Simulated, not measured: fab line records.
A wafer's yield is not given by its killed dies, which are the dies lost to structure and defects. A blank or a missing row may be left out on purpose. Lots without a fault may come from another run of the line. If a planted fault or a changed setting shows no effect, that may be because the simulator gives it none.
fab line records | flow n5Finfet
record lots=6 wafers=17 lastDay=17
route steps=1938 shown BEOL_M11@1567
lots untouched by any fault: they come from a run of this same line in which no faults occurred
startH: start of the lot's first displayed wafer, in hours after the record's first day | waitH: time in hours since the lot's previous step | " repeats the value in the row above | L1.1+2: a row that stands for several wafers | - no value, or no start given | * or withheld: withheld | < > ~ a bound
route shown NAME@n: NAME is a module with steps in the file, n the number in the route of the first one | usual: mean and standard deviation over wafers with no fault | same: alike in all rows | chamber/n: place in a boat | sites: readings site by site | _std_site: the standard deviation of these | _edge_site: outer sites' mean less inner sites' | radiusMm: how far each site lies from the wafer's centre | mask NAME#n: copy n | behind: the most recent tool/chamber to have shaped the wafer | hold: cause of the lot's hold/its duration in hours/its outcome | device: whichever transistor did not switch (one of n, p or np) | end of line: the route-end tests of the same wafers | a step with no rows: only its recipe | killed: the dies lost at the first sort to structure and to defects; this is not the yield of the wafer | map: the dies of a wafer, with x for killed, . for not killed, _ for no die there
set.NAME: the setting that was run; set.NAME@STEP: the one run at that earlier step | model.NAME: the simulator's own value behind a step, which no gauge read
certain route steps with their lots: each step a table, each wafer a row
services: when a tool's chamber went out of use (startH, in hours from the record's first day, below 0 if earlier), for how many hours, and the reason
## steps
# step N5_BEOL_M11_DEVELOP_27
# recipe developTimeS=30 developer=TMAH resist=CAR-ArF rinseLiquid=diw dry=airSpin devTempC=23
# step N5_BEOL_M11_CD_MEAS_28
# recipe targetCdNm=70 landingEnergyEv=500 detector=seInlens polarity=opening
# usual cdNm=69.9/0.89
# columns lot.wafer tool chamber startH waitH cdNm
L701.4 cdSem-01 0 234.75 - 69.3
L701.5 " 0 " " 70.3
L701.6 " 0 " " 69.4
L703.1 cdSem-02 0 240.20 - 69.6
L703.2 " 0 " " 69.8
L703.5 " 0 " " 69.0
L707.3 cdSem-01 0 277.48 - 70.0
L707.4 " 0 " " 69.5
L707.5 " 0 " " 71.0
L714.2 cdSem-02 0 321.53 - 70.1
L714.3 " 0 " " 68.7
L720.2 cdSem-03 0 348.95 - 70.2
L720.3 " 0 " " 69.7
L720.6 " 0 " " 70.0
L722.3 cdSem-02 0 369.97 - 70.6
L722.5 " 0 " " 70.9
L722.6 " 0 " " 71.0
# step N5_BEOL_M11_OVL_MEAS_29
# recipe pointsPerWafer=44
# usual V10_OVL=0.2/0.8
# same pointsPerWafer=44
# columns lot.wafer tool chamber startH waitH V10_OVL[nm]
L701.4 overlay-01 0 234.78 0.0 -0.6
L701.5 " 0 " " -1.1
L701.6 " 0 " " -1.1
L703.1 overlay-01 0 240.23 0.0 -0.9
L703.2 " 0 " " 0.8
L703.5 " 0 " " -1.4
L707.3 overlay-02 0 277.50 0.0 1.4
L707.4 " 0 " " 0.7
L707.5 " 0 " " 2.3
L714.2 overlay-02 0 321.56 0.0 0.9
L714.3 " 0 " " 1.0
L720.2 overlay-02 0 348.97 0.0 0.5
L720.3 " 0 " " 0.5
L720.6 " 0 " " 0.4
L722.3 overlay-02 0 370.00 0.0 0.0
L722.5 " 0 " " -0.4
L722.6 " 0 " " -0.2
# step N5_BEOL_M11_INSPECT_30
# recipe mode=adi inspectInstrument=brightfield
# usual rawDefectCount=429/120
# columns lot.wafer tool chamber startH waitH rawDefectCount
L701.4 defectInspect-01 - 234.80 0.0 374
L701.5 " - " " 438
L701.6 " - " " 408
L703.1 defectInspect-01 - 240.26 0.0 509
L703.2 " - " " 538
L703.5 " - " " 1002
L707.3 defectInspect-01 - 277.53 0.0 340
L707.4 " - " " 346
L707.5 " - " " 376
L714.2 defectInspect-01 - 321.58 0.0 362
L714.3 " - " " 300
L720.2 defectInspect-02 - 349.00 0.0 524
L720.3 " - " " 583
L720.6 " - " " 724
L722.3 defectInspect-02 - 370.02 0.0 512
L722.5 " - " " 564
L722.6 " - " " 511
# step N5_BEOL_M11_DESCUM_33
# recipe chemistry=O2 timeS=7.9 sourcePowerW=50 biasPowerW=20 pressureMtorr=20 rfFrequencyHz=2.712e+07 tempC=40 resist=CAR-ArF o2FlowSccm=225
# usual chamberPressureMTorr=19.999/0.017 drypumpMotorCurrentA=5.9/0.32 oesProductAu=0.81/0.086 rfVppV=243.4/0.99 showerheadPlenumPTorr=2.10/0.04 throttleValvePct=20.39/0.23
# columns lot.wafer tool chamber startH waitH chamberPressureMTorr drypumpMotorCurrentA oesProductAu rfHoursCounterH rfVppV showerheadPlenumPTorr throttleValvePct
L701.4 rieDiel-01 2 234.85 0.0 19.997 5.5 0.67 - 243.3 2.15 20.78
L701.5 " 3 " " 19.977 5.8 0.77 - 244.0 2.01 20.68
L701.6 " 0 " " 20.007 6.3 0.95 - 244.4 2.15 20.00
L703.1 rieDiel-02 0 240.29 0.0 20.020 5.4 0.80 99 243.2 2.10 20.35
L703.2 " 3 " " 20.018 5.6 0.73 165 243.8 2.09 20.21
L703.5 " 3 " " 19.984 5.6 0.72 - 243.8 2.09 20.21
L707.3 rieDiel-02 1 277.56 0.0 20.000 6.3 0.72 204 241.0 2.07 20.71
L707.4 " 0 " " 20.007 5.4 0.77 110 243.3 2.10 20.36
L707.5 " 1 " " 20.002 6.3 0.71 - 243.0 2.07 20.69
L714.2 rieDiel-02 3 321.62 0.0 20.011 5.7 0.71 189 243.3 2.08 20.26
L714.3 " 1 " " 20.015 6.3 0.71 219 242.9 2.06 20.71
L720.2 rieDiel-05 2 349.12 0.1 19.987 5.5 0.77 112 243.4 2.11 20.45
L720.3 " 1 " " 20.004 5.9 0.82 85 244.4 2.11 20.09
L720.6 " 2 " " 19.978 5.5 0.77 - 241.6 2.11 20.44
L722.3 rieDiel-01 2 370.06 0.0 20.010 5.5 0.94 17 242.7 2.14 20.44
L722.5 " 1 " " 20.012 5.9 0.88 - 243.1 2.04 20.14
L722.6 " 2 " " 19.991 5.5 0.94 - 244.8 2.14 20.41
# step N5_BEOL_M11_ETCH_65
# recipe chemistry=CF4 target=SiARC targetDepthA=390 maskMaterial=CAR-ArF timeS=65 ionEnergyEv=80 pressureMtorr=40 sourceW=545 biasW=36 Ar_flow_sccm=100 cf4FlowSccm=100 ends=cleared
# step N5_BEOL_M11_ETCH_66
# recipe chemistry=N2/H2 target=SOC targetDepthA=1200 overetchA=240 maskMaterial=SiARC tempC=40 timeS=180 ionEnergyEv=200 pressureMtorr=30 sourceW=840 biasW=150 n2FlowSccm=200 h2FlowSccm=200
# step N5_BEOL_M11_STRIP_69
# recipe chemistry=N2/H2 tempC=40 n2FlowSccm=200 h2FlowSccm=200 rfFrequencyHz=6e+07
# step N5_BEOL_M11_VIA_ETCH_34
# recipe chemistry=C4F6/O2 target=SiCOH_lowk targetDepthA=1845 maskMaterial=SOC taperDeg=4 timeS=69.2 ionEnergyEv=250 pressureMtorr=30 sourceW=345 biasW=185 Ar_flow_sccm=300 C4F6_flow_sccm=10 O2_flow_sccm=10
# usual chamberPressureMTorr=30.00/0.032 drypumpMotorCurrentA=5.9/0.32 oesProductAu=0.81/0.086 rfVppV=667/5.5 showerheadPlenumPTorr=2.86/0.049 throttleValvePct=20.87/0.23
# columns lot.wafer tool chamber startH waitH chamberPressureMTorr drypumpMotorCurrentA oesProductAu rfHoursCounterH rfVppV showerheadPlenumPTorr throttleValvePct
L701.4 rieDiel-01 2 235.07 0.0 29.98 5.5 0.67 - 679 2.91 21.19
L701.5 " 3 " " 29.99 5.8 0.78 - 669 2.74 21.12
L701.6 " 0 " " 29.95 6.3 0.96 - 672 2.91 20.44
L703.1 rieDiel-02 0 240.50 0.0 29.97 5.4 0.78 99 658 2.87 20.91
L703.2 " 3 " " 29.98 5.7 0.73 165 665 2.84 20.71
L703.5 " 3 " " 30.02 5.7 0.73 - 667 2.84 20.71
L707.3 rieDiel-02 1 277.77 0.0 30.01 6.3 0.71 204 666 2.82 21.19
L707.4 " 0 " " 29.93 5.5 0.77 110 658 2.87 20.92
L707.5 " 1 " " 29.99 6.3 0.72 - 667 2.82 21.18
L714.2 rieDiel-02 3 321.83 0.0 30.00 5.6 0.71 189 667 2.83 20.73
L714.3 " 1 " " 29.97 6.4 0.70 219 667 2.81 21.20
L720.2 rieDiel-05 2 349.32 0.0 30.05 5.5 0.77 112 674 2.86 20.86
L720.3 " 1 " " 30.01 5.9 0.83 85 663 2.88 20.63
L720.6 " 2 " " 29.95 5.5 0.77 - 673 2.86 20.87
L722.3 rieDiel-01 2 370.26 0.0 30.04 5.5 0.95 18 677 2.90 20.84
L722.5 " 1 " " 30.00 5.9 0.88 - 658 2.79 20.68
L722.6 " 2 " " 29.95 5.5 0.95 - 679 2.90 20.84
# step N5_BEOL_M11_STRIP_73
# recipe chemistry=C4F6/O2 resist=SiARC rfFrequencyHz=6e+07
# step N5_BEOL_M11_STRIP_36
# recipe chemistry=N2/H2 powerW=450 tempC=40 pressureMtorr=20 rfFrequencyHz=6e+07 overashFraction=0.3 biasPowerW=7 h2Frac=0.5 n2FlowSccm=200 h2FlowSccm=200
# usual chamberPressureMTorr=20.00/0.036 drypumpMotorCurrentA=5.9/0.32 n2FlowSccm=200.0/0.61 oesProductAu=0.81/0.087 rfVppV=58.9/1.8 showerheadPlenumPTorr=2.55/0.044 throttleValvePct=23.6/0.31
# columns lot.wafer tool chamber startH waitH chamberPressureMTorr drypumpMotorCurrentA n2FlowSccm oesProductAu rfHoursCounterH rfVppV showerheadPlenumPTorr throttleValvePct
L701.4 rieDiel-01 2 235.13 0.0 19.99 5.5 200.3 0.67 - 62.2 2.61 24.0
L701.5 " 3 " " 19.99 5.8 200.5 0.78 - 59.5 2.45 24.0
L701.6 " 0 " " 20.03 6.3 200.5 0.97 - 58.8 2.59 23.1
L703.1 rieDiel-02 0 240.56 0.0 20.00 5.4 200.1 0.77 99 56.1 2.56 23.6
L703.2 " 3 " " 20.01 5.6 199.6 0.71 165 56.9 2.53 23.5
L703.5 " 3 " " 19.93 5.6 200.4 0.71 - 59.5 2.53 23.5
L707.3 rieDiel-02 1 277.83 0.0 19.97 6.4 199.1 0.72 204 58.2 2.52 24.2
L707.4 " 0 " " 19.98 5.5 200.8 0.78 110 57.6 2.56 23.7
L707.5 " 1 " " 20.01 6.4 198.6 0.72 - 57.2 2.52 24.1
L714.2 rieDiel-02 3 321.89 0.0 19.97 5.7 200.0 0.69 189 60.4 2.52 23.5
L714.3 " 1 " " 20.02 6.4 200.4 0.70 219 58.3 2.51 24.2
L720.2 rieDiel-05 2 349.39 0.0 19.95 5.5 200.5 0.77 112 58.2 2.56 23.6
L720.3 " 1 " " 20.01 5.9 199.6 0.81 85 60.0 2.56 23.2
L720.6 " 2 " " 19.99 5.5 198.6 0.76 - 56.2 2.56 23.6
L722.3 rieDiel-01 2 370.33 0.0 20.01 5.5 199.9 0.96 18 62.4 2.60 23.7
L722.5 " 1 " " 20.02 5.9 200.1 0.90 - 61.2 2.48 23.3
L722.6 " 2 " " 20.01 5.5 199.9 0.94 - 60.0 2.60 23.7
# step N5_BEOL_M11_TRENCH_ETCH_37
# recipe chemistry=C4F6/O2 targetDepthA=1488.3 target=SiCOH_lowk timeS=48 ionEnergyEv=250 pressureMtorr=30 sourceW=345 biasW=185 Ar_flow_sccm=300 C4F6_flow_sccm=10 O2_flow_sccm=10
# usual chamberPressureMTorr=29.998/0.026 drypumpMotorCurrentA=5.9/0.32 oesProductAu=0.81/0.086 rfVppV=667/5.6 showerheadPlenumPTorr=2.86/0.049 throttleValvePct=20.89/0.23
# columns lot.wafer tool chamber startH waitH chamberPressureMTorr drypumpMotorCurrentA oesProductAu rfHoursCounterH rfVppV showerheadPlenumPTorr throttleValvePct
L701.4 rieDiel-01 2 - - 30.054 5.5 0.67 - 679 2.91 21.20
L701.5 " 3 " " 29.996 5.8 0.78 - 669 2.74 21.16
L701.6 " 0 " " 30.004 6.3 0.97 - 673 2.91 20.45
L703.1 rieDiel-02 0 - - 30.005 5.4 0.78 99 659 2.87 20.92
L703.2 " 3 " " 29.977 5.7 0.73 165 667 2.84 20.72
L703.5 " 3 " " 30.023 5.7 0.74 - 666 2.84 20.72
L707.3 rieDiel-02 1 - - 29.978 6.4 0.72 204 667 2.82 21.20
L707.4 " 0 " " 29.999 5.4 0.77 110 660 2.87 20.93
L707.5 " 1 " " 30.048 6.4 0.70 - 666 2.82 21.21
L714.2 rieDiel-02 3 - - 29.997 5.7 0.71 189 667 2.83 20.74
L714.3 " 1 " " 30.008 6.3 0.70 219 666 2.81 21.22
L720.2 rieDiel-05 2 - - 30.039 5.5 0.77 112 674 2.86 20.88
L720.3 " 1 " " 30.025 5.9 0.81 85 664 2.88 20.64
L720.6 " 2 " " 30.020 5.5 0.76 - 674 2.86 20.86
L722.3 rieDiel-01 2 - - 29.999 5.5 0.94 18 676 2.90 20.89
L722.5 " 1 " " 29.986 5.9 0.87 - 659 2.79 20.70
L722.6 " 2 " " 29.977 5.5 0.94 - 678 2.90 20.87
# step N5_BEOL_M11_ETCH_41
# recipe chemistry=CH3F/O2 target=SiCN targetDepthA=426 taperDeg=2 timeS=86 ionEnergyEv=120 maskMaterial=TiN pressureMtorr=30 sourceW=395 biasW=75 Ar_flow_sccm=150 CH3F_flow_sccm=30 O2_flow_sccm=20
# usual CH3F_flow_sccm=30.01/0.095 chamberPressureMTorr=30.00/0.032 drypumpMotorCurrentA=5.9/0.33 oesProductAu=0.81/0.085 rfVppV=297.5/1.1 showerheadPlenumPTorr=2.01/0.036 throttleValvePct=16.27/0.23
# columns lot.wafer tool chamber startH waitH CH3F_flow_sccm chamberPressureMTorr drypumpMotorCurrentA oesProductAu rfHoursCounterH rfVppV showerheadPlenumPTorr throttleValvePct model.etch.depthNm
L701.4 rieDiel-01 2 235.22 - 30.02 30.02 5.5 0.67 - 297.2 2.05 16.65 31.87
L701.5 " 3 " " 29.99 30.02 5.8 0.78 - 295.6 1.92 16.56 32.26
L701.6 " 0 " " 29.82 29.99 6.3 0.95 - 299.3 2.05 15.81 32.37
L703.1 rieDiel-02 0 240.64 - 29.96 30.08 5.4 0.78 99 297.9 2.02 16.28 32.87
L703.2 " 3 " " 30.00 29.99 5.7 0.73 165 296.1 2.00 16.13 32.47
L703.5 " 3 " " 30.16 30.01 5.6 0.73 - 297.1 2.00 16.14 32.67
L707.3 rieDiel-02 1 277.91 - 30.04 30.00 6.4 0.72 204 297.0 1.98 16.60 33.24
L707.4 " 0 " " 29.95 29.98 5.4 0.70 110 297.6 2.01 16.29 27.97
L707.5 " 1 " " 30.06 29.99 6.4 0.71 - 297.2 1.98 16.59 32.88
L714.2 rieDiel-02 3 321.97 - 30.20 30.00 5.6 0.65 189 296.5 1.99 16.17 27.64
L714.3 " 1 " " 30.20 29.98 6.3 0.70 219 295.8 1.98 16.63 32.78
L720.2 rieDiel-05 2 349.47 - 30.02 30.02 5.5 0.76 112 296.8 2.01 16.27 32.58
L720.3 " 1 " " 30.11 29.97 5.9 0.82 85 297.4 2.02 16.05 32.71
L720.6 " 2 " " 30.10 29.99 5.5 0.77 - 297.3 2.01 16.28 32.83
L722.3 rieDiel-01 2 370.41 - 30.02 29.98 5.5 0.94 18 299.1 2.04 16.21 33.04
L722.5 " 1 " " 30.00 30.01 5.9 0.88 - 296.0 1.96 16.07 32.89
L722.6 " 2 " " 30.21 29.97 5.5 0.94 - 298.4 2.04 16.22 33.13
# step N5_BEOL_M11_STRIP_77
# recipe chemistry=N2/H2 timeS=10 powerW=450 tempC=40 pressureMtorr=20 rfFrequencyHz=6e+07 biasPowerW=7 n2FlowSccm=200 h2FlowSccm=200
# usual chamberPressureMTorr=20.001/0.017 drypumpMotorCurrentA=5.9/0.32 n2FlowSccm=200.1/0.59 oesProductAu=0.81/0.085 rfVppV=59.2/0.87 showerheadPlenumPTorr=2.55/0.044 throttleValvePct=23.6/0.31
# columns lot.wafer tool chamber startH waitH chamberPressureMTorr drypumpMotorCurrentA n2FlowSccm oesProductAu rfHoursCounterH rfVppV showerheadPlenumPTorr throttleValvePct
L701.4 rieDiel-01 2 - - 19.998 5.5 200.6 0.67 - 59.8 2.61 24.0
L701.5 " 3 " " 19.992 5.8 200.3 0.78 - 57.6 2.45 24.0
L701.6 " 0 " " 20.007 6.3 201.2 0.97 - 58.8 2.59 23.1
L703.1 rieDiel-02 0 - - 20.032 5.5 200.5 0.80 99 59.3 2.57 23.7
L703.2 " 3 " " 19.991 5.7 200.5 0.72 165 58.5 2.53 23.5
L703.5 " 3 " " 19.995 5.7 200.0 0.73 - 59.6 2.53 23.5
L707.3 rieDiel-02 1 - - 19.971 6.4 199.4 0.71 204 58.3 2.52 24.2
L707.4 " 0 " " 19.978 5.5 199.8 0.78 110 59.5 2.56 23.7
L707.5 " 1 " " 20.001 6.4 199.6 0.72 - 58.2 2.52 24.1
L714.2 rieDiel-02 3 - - 20.011 5.7 199.9 0.71 189 58.8 2.52 23.5
L714.3 " 1 " " 19.979 6.3 200.5 0.70 219 60.3 2.51 24.2
L720.2 rieDiel-05 2 - - 19.987 5.5 200.4 0.76 112 59.4 2.56 23.7
L720.3 " 1 " " 19.996 5.9 200.7 0.82 85 58.7 2.56 23.2
L720.6 " 2 " " 19.974 5.5 200.8 0.77 - 59.3 2.56 23.6
L722.3 rieDiel-01 2 - - 20.006 5.5 200.4 0.93 18 60.4 2.60 23.7
L722.5 " 1 " " 20.012 5.9 200.2 0.88 - 59.0 2.48 23.3
L722.6 " 2 " " 20.015 5.5 199.9 0.93 - 58.6 2.60 23.7
## services
# columns tool chamber startH hours kind
rieDiel-05 1 210.89 6.7 repair
rieDiel-01 1 233.89 - clean
rieDiel-01 1 233.89 - consumableReplace:focusRing
rieDiel-01 1 233.89 18.3 scheduledDown
rieDiel-01 1 233.89 18.3 ventCycle
rieDiel-02 - 275.29 0.6 repair
rieDiel-05 3 281.88 - clean
rieDiel-05 3 281.88 - consumableReplace:focusRing
rieDiel-05 3 281.88 15.8 scheduledDown
rieDiel-05 3 281.88 15.8 ventCycle
rieDiel-01 2 290.98 - clean
rieDiel-01 2 290.98 - consumableReplace:focusRing
rieDiel-01 2 290.98 20.7 scheduledDown
rieDiel-01 2 290.98 20.7 ventCycle
rieDiel-02 - 303.01 0.5 repair
rieDiel-01 0 311.36 5.4 repair
rieDiel-01 - 338.55 0.3 repair
rieDiel-02 2 361.69 4.1 repair
## key
firstSign none at tools or gauges
modelEffect step=N5_BEOL_M11_ETCH_41 value=etch.depthNm without=32.66 struck=27.81
metAt N5_BEOL_M11_ETCH_41
struckWafers L707.4,L714.2
onsetBetween 240.64 277.91
fault kind=processParameterDrift tool=rieDiel-02 chamber=- onsetH=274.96 steps=N5_BEOL_M11_ETCH_41 channel=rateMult offset=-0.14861 shape=step endH=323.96 scope=struckWafersOnly
